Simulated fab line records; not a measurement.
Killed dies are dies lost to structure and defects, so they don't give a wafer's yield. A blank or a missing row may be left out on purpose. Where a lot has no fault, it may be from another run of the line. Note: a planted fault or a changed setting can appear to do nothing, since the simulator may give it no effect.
Chamber matching :: flow nand-harc :: NHARC_A_CHANNEL_FILL_D1_ETCHBACK_20 on rie-diel-10: 4 sister chambers
The step etches the open film in C4F8/O2/Ar, target depth 27 nm, time 13.5 s. 7 wafers are shown with their chamber, then 8 later ones without.

## EACH WAFER AND ITS CHAMBER
wafer: L868.2
chamber: 2
rf-vpp-V (V): 978
oes-product-au (a.u.): 0.92

wafer: L870.3
chamber: 2
rf-vpp-V (V): 976
oes-product-au (a.u.): 0.93

wafer: L871.2
chamber: 3
rf-vpp-V (V): 978
oes-product-au (a.u.): 1.00

wafer: L873.3
chamber: 3
rf-vpp-V (V): 979
oes-product-au (a.u.): 1.01

wafer: L873.5
chamber: 0
rf-vpp-V (V): 972
oes-product-au (a.u.): 1.01

wafer: L873.6
chamber: 1
rf-vpp-V (V): 988
oes-product-au (a.u.): 1.03

wafer: L875.3
chamber: 1
rf-vpp-V (V): 987
oes-product-au (a.u.): 1.01

## WAFERS WITH NO CHAMBER GIVEN
wafer: L875.4
rf-vpp-V (V): 976
oes-product-au (a.u.): 1.00

wafer: L875.5
rf-vpp-V (V): 979
oes-product-au (a.u.): 0.99

wafer: L881.1
rf-vpp-V (V): 987
oes-product-au (a.u.): 0.93

wafer: L881.4
rf-vpp-V (V): 975
oes-product-au (a.u.): 0.92

wafer: L881.5
rf-vpp-V (V): 976
oes-product-au (a.u.): 0.92

wafer: L883.3
rf-vpp-V (V): 975
oes-product-au (a.u.): 0.98

wafer: L883.4
rf-vpp-V (V): 977
oes-product-au (a.u.): 0.97

wafer: L883.5
rf-vpp-V (V): 973
oes-product-au (a.u.): 0.97

## WHICH CHAMBER EACH WENT THROUGH
wafer: L875.4
from the rows above: can't be placed: 3 or 0
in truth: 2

wafer: L875.5
from the rows above: 3
in truth: 3

wafer: L881.1
from the rows above: can't be placed: 1 or 2
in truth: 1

wafer: L881.4
from the rows above: 2
in truth: 2

wafer: L881.5
from the rows above: 2
in truth: 2

wafer: L883.3
from the rows above: can't be placed: 0 or 3 or 2
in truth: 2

wafer: L883.4
from the rows above: can't be placed: 3 or 2
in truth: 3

wafer: L883.5
from the rows above: can't be placed: 0 or 2
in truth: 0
Correctly placed: 3 of 8. Cannot be placed on the basis of these rows: 5; the candidates contain the true chamber in 4. Placed wrongly: 0.
How it was worked out, from the rows above alone: a wafer's distance from a chamber is the root of the sum, over the readings, of the square of ((its reading less the chamber's mean) divided by the reading's scatter). If the next closest chamber is less than 2 further off than the closest, the wafer can't be placed; otherwise it belongs to the closest. For every chamber, the mean is computed from those of its wafers that are shown. How the scatter is found: for the shown wafers, subtract from each reading the mean of its chamber, square and add these, divide the total by (wafers less chambers), then take the root.
